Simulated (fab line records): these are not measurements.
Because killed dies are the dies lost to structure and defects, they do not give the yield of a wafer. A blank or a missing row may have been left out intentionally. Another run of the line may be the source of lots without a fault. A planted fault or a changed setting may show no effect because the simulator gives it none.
Split-lot experiment | flow n5Finfet | on a route of 1938 steps: 7 lots, 21 wafers read

== ABOUT THE SPLIT ==
At N5_BEOL_M11_PECVD_70 (deposits SiO2 from TEOS/O2, target thk 20 nm, time 22.7 s), the setting tempC was moved away from the recipe's 400 C on 8 of the 21 wafers read, by -3.8% to +3.2%. All remaining wafers had this setting at the recipe value.

Reading taken at the split's own step.

== THE READING ==
SiO2_of_BEOL_M11_PECVD_70.thkNm (the simulator's own value, which no gauge read), in nm, at N5_BEOL_M11_PECVD_70 (deposits SiO2 from TEOS/O2, target thk 20 nm, time 22.7 s). There is no usual value for it anywhere in the file. Across the 13 wafers here that went through the recipe, the average is 20.0 nm and the standard deviation 0.27 nm.

wafer  | tool, chamber at the split | tempC as run, C | against the recipe | SiO2_of_BEOL_M11_PECVD_70.thkNm, nm | against lot-mates on the recipe
L079.2 | pecvd-04, 0,1              | 400             | recipe             | 20                                  | -
L079.4 | pecvd-04, 0,1              | 400             | recipe             | 20                                  | -
L079.5 | pecvd-04, 0                | 412.6           | +3.2%              | 18.2                                | -1.8
L082.1 | pecvd-02, 2                | 400             | recipe             | 20                                  | -
L082.2 | pecvd-02, 1                | 400             | recipe             | 19.8                                | -
L082.6 | pecvd-02, 2                | 400             | recipe             | 20.2                                | -
L084.2 | pecvd-03, 1                | 400             | recipe             | 20.4                                | -
L084.4 | pecvd-03, 2                | 384.7           | -3.8%              | 22.6                                | +2.1
L084.6 | pecvd-03, 1                | 400             | recipe             | 20.6                                | -
L086.3 | pecvd-02, 1                | 400             | recipe             | 19.6                                | -
L086.5 | pecvd-02, 2                | 400             | recipe             | 20.2                                | -
L086.6 | pecvd-02, 1                | 400             | recipe             | 19.8                                | -
L087.1 | pecvd-02, 2                | 400             | recipe             | 19.8                                | -
L087.2 | pecvd-02, 0                | 385.5           | -3.6%              | 21.6                                | +1.8
L087.5 | pecvd-02, 2                | 385.5           | -3.6%              | 22                                  | +2.2
L088.1 | pecvd-02, 1                | 385.7           | -3.6%              | 21.8                                | +1.6
L088.3 | pecvd-02, 0                | 385.7           | -3.6%              | 21.4                                | +1.2
L088.5 | pecvd-02, 1                | 400             | recipe             | 20.2                                | -
L091.2 | pecvd-02, 1                | 410.2           | +2.6%              | 18.6                                | -1.2
L091.5 | pecvd-02, 0                | 410.2           | +2.6%              | 18.8                                | -1.0
L091.6 | pecvd-02, 2                | 400             | recipe             | 19.8                                | -
When a row names more than one chamber, that row covers several wafers, and the file does not tell which wafer ran in which chamber.

THE FIT
A straight line over all 21 wafers: SiO2_of_BEOL_M11_PECVD_70.thkNm changes by -0.522 nm for each +1% of tempC; r = -0.97; the points scatter about the line by 0.3 nm.
The same after taking each lot's own level away (the mean of its wafers on the recipe; 21 wafers): -0.49 nm for each +1%; r = -0.98; scatter 0.23 nm.
On that fit, the largest move of tempC shifts the reading by 1.9 nm.
The span of the lots' own levels, 19.80 to 20.50 nm, comes to 2.6 times the standard deviation stated above.
Consequently the slope shifts little with the lot-to-lot level, the two slopes agreeing.
Check: for one of the wafers moved furthest among these (-3.8%), held out of the fit, the line's prediction against its lot-mates is +1.83 nm. Against them it came out at +2.1 nm.

== OTHER SPLITS APPLIED TO THESE WAFERS ==
Before the reading, these wafers also passed through other splits. Each is held against what the fit with the lots' levels taken away leaves over:
other split on the same wafers  | wafers away from the commonest value | r with SiO2_of_BEOL_M11_PECVD_70.thkNm (lot level and that fit taken away)
N5_BEOL_M7_ETCH_62 sourceW      | 5                                    | -0.23
N5_BEOL_M8_ILD_DEP_00 timeS     | 5                                    | +0.22
N5_BEOL_M8_DESCUM_33 timeS      | 8                                    | -0.26
N5_BEOL_M8_ETCH_72 h2FlowSccm   | 8                                    | +0.15
N5_BEOL_M9_TRENCH_ETCH_37 timeS | 8                                    | -0.20

== THE FILE'S OWN FIT ==
SiO2_of_BEOL_M11_PECVD_70.thkNm changes by -0.505 nm for each +1% of tempC, r = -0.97.
